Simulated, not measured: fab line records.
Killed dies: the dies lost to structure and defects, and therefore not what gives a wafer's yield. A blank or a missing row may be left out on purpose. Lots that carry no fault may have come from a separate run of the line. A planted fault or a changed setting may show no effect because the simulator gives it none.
One fault through the eyes of 2 desks || flow nand harc || only its own numbers are on each desk; what lay behind them is given at the end

## AT THE METROLOGY DESK
Lot by lot, what the gauges showed, no matter which tool ran the lot: averages of those sampled wafers that carry a number. Marked OUT: a lot whose mean sits more than 4 standard deviations from the usual mean, which makes it out of limits; the brackets give that distance.
Columns: A = thk nm at NHARC_A_ONON_D2_THK_MEAS_11, usual 997 nm; B = thk nm at NHARC_A_ONON_D2_THK_MEAS_14, usual 999 nm
{"lot": "L110", "first seen here": "day 12 03:17", "A": 995, "B": 994}
{"lot": "L112", "first seen here": "day 13 02:13", "A": 1015, "B": 1001}
{"lot": "L113", "first seen here": "day 13 12:58", "A": 993, "B": 1008}
{"lot": "L120", "first seen here": "day 17 00:19", "A": "1585 (+74) OUT", "B": "-"}
{"lot": "L121", "first seen here": "day 17 06:36", "A": 1005, "B": 1000}
{"lot": "L122", "first seen here": "day 17 06:37", "A": "1585 (+74) OUT", "B": "-"}
{"lot": "L123", "first seen here": "day 17 06:47", "A": 993, "B": 1014}
{"lot": "L128", "first seen here": "day 19 18:40", "A": 1008, "B": 997}
{"lot": "L127", "first seen here": "day 19 18:41", "A": 999, "B": 993}
{"lot": "L129", "first seen here": "day 20 10:32", "A": 994, "B": 989}
{"lot": "L130", "first seen here": "day 20 10:33", "A": 999, "B": 984}
{"lot": "L131", "first seen here": "day 21 03:02", "A": 987, "B": 999}
{"lot": "L132", "first seen here": "day 21 08:52", "A": 993, "B": 1012}
{"lot": "L133", "first seen here": "day 22 08:19", "A": 996, "B": 998}
This desk finds L120, L122 out of limits, L120 being first, at day 17 00:19 (thk nm at NHARC_A_ONON_D2_THK_MEAS_11). In limits: L110, L112, L113, L121, L123, L128, L127, L129, L130, L131, L132, L133.

## THE DEFECT DESK
For each lot, the counts of the inspections along the route, averaged over the sampled wafers that have a number. Marked OUT: a lot whose mean sits more than 4 standard deviations from the usual mean, which makes it out of limits; the brackets give that distance.
Columns: A = raw defect count at NHARC_A_DECK1_JOINT_INSPECT_05, usual 318
{"lot": "L110", "first seen here": "day 12 00:59", "A": 398}
{"lot": "L112", "first seen here": "day 12 23:46", "A": 209}
{"lot": "L113", "first seen here": "day 13 10:41", "A": 235}
{"lot": "L120", "first seen here": "day 16 22:02", "A": 257}
{"lot": "L121", "first seen here": "day 17 04:20", "A": 339}
{"lot": "L122", "first seen here": "day 17 04:20", "A": 436}
{"lot": "L123", "first seen here": "day 17 04:30", "A": 316}
{"lot": "L127", "first seen here": "day 19 16:24", "A": 268}
{"lot": "L128", "first seen here": "day 19 16:24", "A": 267}
{"lot": "L129", "first seen here": "day 20 08:15", "A": 356}
{"lot": "L130", "first seen here": "day 20 08:16", "A": 274}
{"lot": "L131", "first seen here": "day 21 00:46", "A": 467}
{"lot": "L132", "first seen here": "day 21 06:35", "A": 233}
{"lot": "L133", "first seen here": "day 22 06:02", "A": 200}
This desk's finding: nothing out of limits on any of the 14 lots.

## TAKEN TOGETHER
An alarm was possible from the metrology desk at day 17 00:19, on L120, L122.
Nothing the defect desk looked at was out of limits.
The defect desk has L120, L122 on record, within its limits.
On pecvd onon-01, each named lot ran NHARC_A_ONON_D2_DEP_09.

## WHAT THE SIMULATOR HAD INSERTED
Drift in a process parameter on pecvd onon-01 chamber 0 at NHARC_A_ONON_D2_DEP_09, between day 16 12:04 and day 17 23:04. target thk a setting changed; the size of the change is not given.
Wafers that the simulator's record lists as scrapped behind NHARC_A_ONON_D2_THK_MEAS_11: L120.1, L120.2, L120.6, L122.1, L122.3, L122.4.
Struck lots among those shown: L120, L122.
Hours from the fault's start to each desk's first reading out of limits: the metrology desk, 12.
